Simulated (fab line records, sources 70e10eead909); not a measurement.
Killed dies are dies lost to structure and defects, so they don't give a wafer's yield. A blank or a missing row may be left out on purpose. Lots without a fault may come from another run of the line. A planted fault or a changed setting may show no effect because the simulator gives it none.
One fault seen from 2 desks | flow nand_harc | each desk has only its own numbers; what lay behind them comes last

THE METROLOGY DESK
What the gauges read, lot by lot, whatever tool the lot ran on: means of the sampled wafers that have a number. A lot is out of limits, marked OUT, if its mean lies more than 4 standard deviations from the usual mean; the brackets give that distance.
Columns: A = cd_nm at NHARC_P_ZERO_WELL_CD_MEAS_11, usual 500.0 nm; B = cd_nm at NHARC_P_STI_CD_MEAS_09, usual 200.4 nm; C = trench_depth_nm at NHARC_P_STI_OCD_MEAS_17, usual 299 nm; D = trench_foot_cd_nm at NHARC_P_STI_OCD_MEAS_17, usual 158.6 nm
lot  | first seen here | A     | B                | C   | D
L112 | day 1 21:15     | 500.2 | 202.2            | 299 | 160.5
L113 | day 2 07:14     | 502.3 | 200.8            | 302 | 158.9
L114 | day 2 17:14     | 500.6 | 200.7            | 300 | 158.9
L115 | day 3 03:07     | 502.3 | 200.2            | 299 | 158.1
L117 | day 3 23:15     | 499.3 | 200.3            | 297 | 158.8
L120 | day 5 05:08     | 498.4 | 200.9            | 303 | 158.6
L124 | day 6 21:07     | 501.2 | 199.5            | 299 | 157.8
L127 | day 8 03:11     | 498.7 | 204.4            | 306 | 161.8
L128 | day 8 13:07     | 503.0 | 207.7 (+4.3) OUT | 298 | 165.9
L129 | day 8 23:15     | 498.0 | 198.4            | 301 | 156.2
L133 | day 10 15:22    | 498.6 | 199.9            | 301 | 157.7
L135 | day 11 11:14    | 497.8 | 200.8            | 300 | 158.8
This desk's finding: out of limits on L128; first on L128, day 9 11:07 (cd_nm at NHARC_P_STI_CD_MEAS_09). In limits: L112, L113, L114, L115, L117, L120, L124, L127, L129, L133, L135.

THE TOOL OWNER'S DESK: litho_track-03
The tool's own readings at NHARC_P_STI_PEB_07 (peb time 80 s): means of the sampled wafers that have a number, for each lot that ran on this tool. A lot is out of limits, marked OUT, if its mean lies more than 4 standard deviations from the usual mean; the brackets give that distance.
Columns: A = plate_temp_C at NHARC_P_STI_PEB_07, usual 128.00 C
lot  | first seen here | A
L115 | day 3 23:50     | 128.01
L117 | day 4 23:22     | 127.92
L127 | day 9 00:17     | 128.69 (+5.3) OUT
L128 | day 9 11:02     | 128.63 (+4.9) OUT
This desk's finding: out of limits on L127, L128; first on L127, day 9 00:17 (plate_temp_C at NHARC_P_STI_PEB_07). In limits: L115, L117.

PUT TOGETHER
The tool owner's desk could have raised an alarm at day 9 00:17, on L127, L128.
The metrology desk could have raised an alarm at day 9 11:07, on L128.
The metrology desk has L127 on record, within its limits.
Of the lots named, all ran NHARC_P_STI_PEB_07 on litho_track-03.

WHAT THE SIMULATOR HAD PUT IN
Process parameter drift: litho_track-03, from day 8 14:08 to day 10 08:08, at NHARC_P_STI_PEB_07. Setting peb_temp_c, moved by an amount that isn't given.
Lots struck among those shown: L127, L128.
Hours from the fault's start to each desk's first reading out of limits: the tool owner's desk, 10; the metrology desk, 21.
